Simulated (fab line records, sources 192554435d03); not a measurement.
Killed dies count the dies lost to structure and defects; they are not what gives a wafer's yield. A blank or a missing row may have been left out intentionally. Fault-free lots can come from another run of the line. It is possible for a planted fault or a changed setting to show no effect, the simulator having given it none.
Matching of chambers    flow n5 finfet    4 sister chambers for N5_BEOL_M2_STRIP_66 on rie diel-01
The step strips in CF4. 4 wafers are shown with their chamber, then 11 later ones without.

== WAFERS PAIRED WITH THEIR CHAMBERS ==
wafer   chamber  drypump motor current A (A)
L087.2  2        5.1
L088.3  1        6.8
L088.5  0        6.0
L091.1  3        6.1

== WAFERS WHOSE CHAMBER IS MISSING ==
wafer   drypump motor current A (A)
L091.2  6.7
L091.5  5.1
L093.1  6.0
L093.4  6.0
L093.5  6.0
L096.2  6.0
L096.3  6.0
L096.6  6.7
L097.1  6.7
L097.5  5.1
L097.6  6.1

== EACH ONE'S CHAMBER ==
wafer   from the rows above      in truth
L091.2  1                        1
L091.5  2                        2
L093.1  can't be placed: 0 or 3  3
L093.4  can't be placed: 0 or 3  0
L093.5  can't be placed: 0 or 3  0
L096.2  can't be placed: 0 or 3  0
L096.3  can't be placed: 0 or 3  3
L096.6  1                        1
L097.1  1                        1
L097.5  2                        2
L097.6  can't be placed: 3 or 0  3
Correctly placed: 5 of 11. Can't be placed from these rows: 6 (the true chamber is among the candidates in 6). Number placed wrongly: 0.
How it was worked out, from the rows above alone: a wafer's distance from a chamber is the root of the sum, over the readings, of the square of ((its reading less the chamber's mean) divided by the reading's scatter). If the next closest chamber is less than 2 further off than the closest, the wafer can't be placed; otherwise it belongs to the closest. The mean given for a chamber averages the wafers shown for that chamber. The scatter (one wafer shown for each chamber): square how far every hidden wafer sits from the nearest shown wafer, average those squares and take the square root.
